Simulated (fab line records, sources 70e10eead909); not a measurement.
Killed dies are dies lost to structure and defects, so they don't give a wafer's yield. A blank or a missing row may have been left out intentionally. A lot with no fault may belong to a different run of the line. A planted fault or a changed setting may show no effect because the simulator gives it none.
Matching of chambers ; flow nand_harc ; NHARC_A_CHANNEL_FILL_D2_ETCHBACK_20 on rie_diel-13 has 4 sister chambers
The step etches the open film in C4F8/O2/Ar, target depth 27 nm, time 13.5 s. 8 wafers are shown with their chamber, then 7 later ones without.

WAFERS WITH THEIR CHAMBER
wafer;chamber;rf_vpp_V (V);oes_product_au (a.u.)
L079.3;0;981;0.993
L079.4;2;970;1.011
L081.3;0;979;0.998
L081.5;2;971;0.998
L086.1;1;983;1.003
L086.5;3;975;1.006
L089.1;3;975;0.989
L089.4;1;982;1.005

WAFERS WHOSE CHAMBER IS MISSING
wafer;rf_vpp_V (V);oes_product_au (a.u.)
L089.5;983;0.990
L092.2;971;1.009
L092.3;975;1.002
L092.4;979;0.996
L095.1;977;0.994
L095.5;983;0.998
L095.6;978;0.980

THE CHAMBER EACH PASSED THROUGH
wafer;from the rows above;in truth
L089.5;can't be placed: 1 or 0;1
L092.2;2;2
L092.3;3;3
L092.4;0;0
L095.1;can't be placed: 3 or 0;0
L095.5;1;1
L095.6;can't be placed: 0 or 3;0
Correctly placed: 4 of 7. From these rows, 3 cannot be placed; in 3 the true chamber is one of the candidates. Number placed wrongly: 0.
How it was worked out, from the rows above alone: a wafer's distance from a chamber is the root of the sum, over the readings, of the square of ((its reading less the chamber's mean) divided by the reading's scatter). The wafer belongs to the nearest chamber; if the next one is less than 2 further off, it can't be placed. The mean given for a chamber averages the wafers shown for that chamber. The scatter: take each reading less its chamber's mean, square it, sum over the shown wafers, divide by the number of wafers less the number of chambers, and take the root.
